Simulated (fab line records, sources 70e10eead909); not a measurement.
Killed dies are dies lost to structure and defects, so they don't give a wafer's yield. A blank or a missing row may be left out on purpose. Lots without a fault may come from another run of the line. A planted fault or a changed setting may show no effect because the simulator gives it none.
Problem report in the 8D (eight disciplines) form, filled by code | flow nand_harc | the parts of the form that need people (team, actions taken, sign-off) are left out

1. THE PROBLEM
cd_nm at NHARC_P_CONTACT_CD_MEAS_12 reads a mean of 102.7 nm on 9 wafers of 3 lots; wafers without a fault read 90.0 nm with a standard deviation of 0.44. That is +29 standard deviations from the usual mean.
The step: target cd 90 nm.
First seen on wafer L540.1, day 11 23:50, on cd_sem-02. The record holds 45 wafers of 15 lots with a number at this step. Rule for "out", or "out of limits": more than 4 standard deviations from the usual mean. The other wafers with a number count as sound.

2. WHAT IT IS AND WHAT IT IS NOT
question                    | is                              | is not
which readings at this step | cd_nm                           | -
which lots                  | L540, L542, L543                | L525, L527, L528, L529, L530, L531, L532, L533, L535, L544, L547, L548
which wafers of those lots  | all that have a number          | -
read on which gauges        | cd_sem-01, cd_sem-02, cd_sem-03 | -
when                        | from day 11 23:50               | up to then (27 sound wafers); but 9 sound wafers of L544, L547, L548 came after

3. SUSPECTS, AND WHAT RULES EACH OUT
Counting: a tool at a process step up to the reading stays a suspect if it ran every lot that is out and no sound lot after the first of them.
- the gauge at NHARC_P_CONTACT_CD_MEAS_12: ruled out. The wafers that are out were read on 3 gauges (cd_sem-01, cd_sem-02, cd_sem-03).
- arfi_scanner-03 at NHARC_P_CONTACT_EXPOSE_09 (exposes mask P CA, target cd 90 nm): kept. It ran every lot that is out, first L540 (day 11 23:42), and no sound lot after that; its last sound lot up to then is L531 (day 8 06:46). Its own readings are out on those wafers: exposure_dose_mJ_cm2.
Left after counting: arfi_scanner-03 at NHARC_P_CONTACT_EXPOSE_09.

4. THE CAUSE (what the simulator had put in)
Process parameter drift: arfi_scanner-03, from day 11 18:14 on, at NHARC_P_CONTACT_EXPOSE_09. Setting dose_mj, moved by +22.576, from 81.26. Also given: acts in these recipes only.
Counting left only this tool.

5. THE CHAIN OF EFFECTS, in route order
Each row: a reading whose mean over the struck wafers that have a number lies more than 3 standard deviations from the usual. Only readings for which the record gives a usual standard deviation are gone through. hours: the time from each lot's start at the first step in this table that gives one to its start at this step, as a median over the lots. sigmas: the change in usual standard deviations.
hours | step                       | reading              | usual   | on struck wafers | change | sigmas
0     | NHARC_P_CONTACT_EXPOSE_09  | exposure_dose_mJ_cm2 | 81.22   | 99.64            | +18.42 | +99 or more
0     | NHARC_P_CONTACT_CD_MEAS_12 | cd_nm                | 90.0 nm | 102.7            | +12.7  | +29
The process steps in it:
- NHARC_P_CONTACT_EXPOSE_09: exposes mask P CA, target cd 90 nm.

6. WHAT WOULD HAVE CAUGHT IT SOONER
In this record the first reading out of limits at a measuring or inspecting step was taken at day 11 23:50, 6 hours after the fault began at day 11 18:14.
The tool's own readings at NHARC_P_CONTACT_EXPOSE_09 were out on every struck wafer that the step has a row for (exposure_dose_mJ_cm2): an alarm limit on them would have fired on the first of those.
Of the lots that are out (3), L542, L543 began NHARC_P_CONTACT_EXPOSE_09 on arfi_scanner-03 after day 11 23:50. A hold on the tool at that time would have spared those 2.
